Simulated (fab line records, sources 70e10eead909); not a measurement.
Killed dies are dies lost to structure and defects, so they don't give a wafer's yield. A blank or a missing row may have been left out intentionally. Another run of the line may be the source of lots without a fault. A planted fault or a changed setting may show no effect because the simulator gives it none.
A struck lot beside a sound one | flow nand harc | 14 steps out of a route of 1302
Sound: wafers L349.1, L349.2, L349.4. Wafers L338.3, L338.4, L338.6 were the ones struck. The cause comes at the end.
Each step with rows lists, per side, the tool, then ch with its chambers, then its first start. Under that, the readings that differ: sound wafers | struck wafers | difference of the means | sigmas: that difference in standard deviations of wafers without a fault.
alike: a reading whose means differ by less than 2 such deviations, as well as words and numbers matching on both sides. not compared: withheld readings; readings where some wafer has no value; bounds like >300 that might hide an equal value; numbers whose values overlap and for which the record gives no deviation.
Wherever a step has rows on one side only, a row that says differs or no value, or a row with sigmas, the two part there. Numbers that don't overlap but have no deviation are shown without sigmas and don't part them. Lack of a reading on every wafer of one side parts them only where that side has two or more wafers.

NHARC_A_CHANNEL_HOLE_D1_ETCH_44: etches the open film in CF4/O2, target depth 140 nm, overetch 14 nm, time 77 s.
  sound on rie diel-08 ch 0,2,3, day 14 17:33; struck on rie diel-08 ch 1,3, day 11 01:52
  alike: drypump motor current A, oes product au, rf vpp V, showerhead plenum p Torr, throttle valve pct
  not compared: rf hours counter h
NHARC_A_CHANNEL_HOLE_D1_STRIP_27: strips in O2.
  sound on rie diel-08 ch 1,2,3; struck on rie diel-08 ch 1,2,3
  alike: drypump motor current A, oes product au, rf vpp V, showerhead plenum p Torr, throttle valve pct
  not compared: rf hours counter h
then, 2 steps without rows for these wafers: NHARC_A_CHANNEL_HOLE_D1_PRECLEAN_28 (cleans in SC1); NHARC_A_CHANNEL_HOLE_D1_SRD_29.
NHARC_A_CHANNEL_HOLE_D1_CD_MEAS_30:
  sound: cd sem-01 at day 14 18:20; struck: cd sem-03 at day 11 02:47
  alike: cd nm
then, 1 step without rows for these wafers: NHARC_A_CHANNEL_HOLE_D1_XSEM_31.
NHARC_A_CHANNEL_HOLE_D1_INSPECT_40:
  sound: defect inspect-01 at day 14 18:31; struck: defect inspect-02 at day 11 04:15
  alike: raw defect count
then, 3 steps without rows for these wafers: NHARC_A_CHANNEL_FILL_D1_PRECLEAN_00 (cleans in SC1); NHARC_A_CHANNEL_FILL_D1_SRD_01; NHARC_A_CHANNEL_FILL_D1_ALD_02 (deposits SiO2, target thk 6 nm, pulse time 10 s, ald cycles 60).
NHARC_A_CHANNEL_FILL_D1_ALD_03: deposits SiNx, target thk 6 nm, pulse time 60 s, ald cycles 58.
  sound on ald sin batch-01 ch 0; struck on ald sin batch-01 ch 0
  alike: ald cycles, precursor pulse height rel
NHARC_A_CHANNEL_FILL_D1_ALD_14: deposits SiO2, target thk 2.5 nm, pulse time 10 s, ald cycles 25.
  sound on ald hk-04 ch 0,1,2, day 15 01:44; struck on ald hk-01 ch 0,3, day 11 09:43
  alike: ald cycles, heater power w, precursor pulse height rel
NHARC_A_CHANNEL_FILL_D1_ALD_15: deposits SiNx, target thk 2 nm, pulse time 60 s, ald cycles 19.
  sound on ald sin batch-01 ch 0, day 15 04:52; struck on ald sin batch-02 ch 0, day 11 12:39
  reading    | sound    | struck   | difference | sigmas
  ald cycles | 19 19 19 | 21 21 21 | +2         |
  alike: precursor pulse height rel
NHARC_A_CHANNEL_FILL_D1_ALD_16: deposits SiO2, target thk 1.5 nm, pulse time 10 s, ald cycles 15.
  sound on ald hk-04 ch 0,2,3, day 15 06:56; struck on ald hk-02 ch 1,3, day 11 14:43
  alike: ald cycles, heater power w, precursor pulse height rel

## WHERE THEY PART
Nowhere in this record.

WHY: what the simulator had put in
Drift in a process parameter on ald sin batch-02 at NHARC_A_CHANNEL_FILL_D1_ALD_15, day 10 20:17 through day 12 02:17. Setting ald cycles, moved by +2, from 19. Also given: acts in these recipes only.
